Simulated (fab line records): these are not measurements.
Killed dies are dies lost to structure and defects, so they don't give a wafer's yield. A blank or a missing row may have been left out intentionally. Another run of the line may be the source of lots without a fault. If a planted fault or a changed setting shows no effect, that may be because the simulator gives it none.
Chamber matching	flow n5 finfet	N5_BEOL_M2_ALD_84 on ald metal-04: 4 sister chambers
The step deposits TaN, pulse time 2 s, purge time 3 s, co reactant purge time 2 s. 8 wafers are shown with their chamber, then 10 later ones without.

## EACH WAFER AND ITS CHAMBER
wafer	chamber	heater power w (W)
L079.4	2	435
L080.1	2	434
L080.5	3	448
L082.1	0	451
L082.5	1	447
L082.6	0	439
L086.1	3	447
L086.2	1	452

## WAFERS WITHOUT THEIR CHAMBER
wafer	heater power w (W)
L086.3	432
L090.1	462
L090.2	443
L090.3	440
L090.4	437
L090.5	443
L090.6	437
L089.2	436
L089.3	441
L089.5	454

## THE CHAMBER EACH PASSED THROUGH
wafer	from the rows above	in truth
L086.3	2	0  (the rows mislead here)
L090.1	can't be placed: 1 or 3 or 0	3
L090.2	can't be placed: 0 or 3 or 1 or 2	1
L090.3	can't be placed: 0 or 2 or 3 or 1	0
L090.4	can't be placed: 2 or 0 or 3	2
L090.5	can't be placed: 0 or 3 or 1 or 2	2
L090.6	can't be placed: 2 or 0 or 3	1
L089.2	can't be placed: 2 or 0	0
L089.3	can't be placed: 0 or 2 or 3 or 1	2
L089.5	can't be placed: 1 or 3 or 0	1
Correct placement for 0 of the 10. These rows do not allow placing 9 (true chamber among the candidates in 8). Number placed wrongly: 1.
How it was worked out, from the rows above alone: a wafer's distance from a chamber is the root of the sum, over the readings, of the square of ((its reading less the chamber's mean) divided by the reading's scatter). The wafer belongs to the nearest chamber; if the next one is less than 2 further off, it can't be placed. A chamber's mean is the mean of its shown wafers. How the scatter is found: for the shown wafers, subtract from each reading the mean of its chamber, square and add these, divide the total by (wafers less chambers), then take the root.
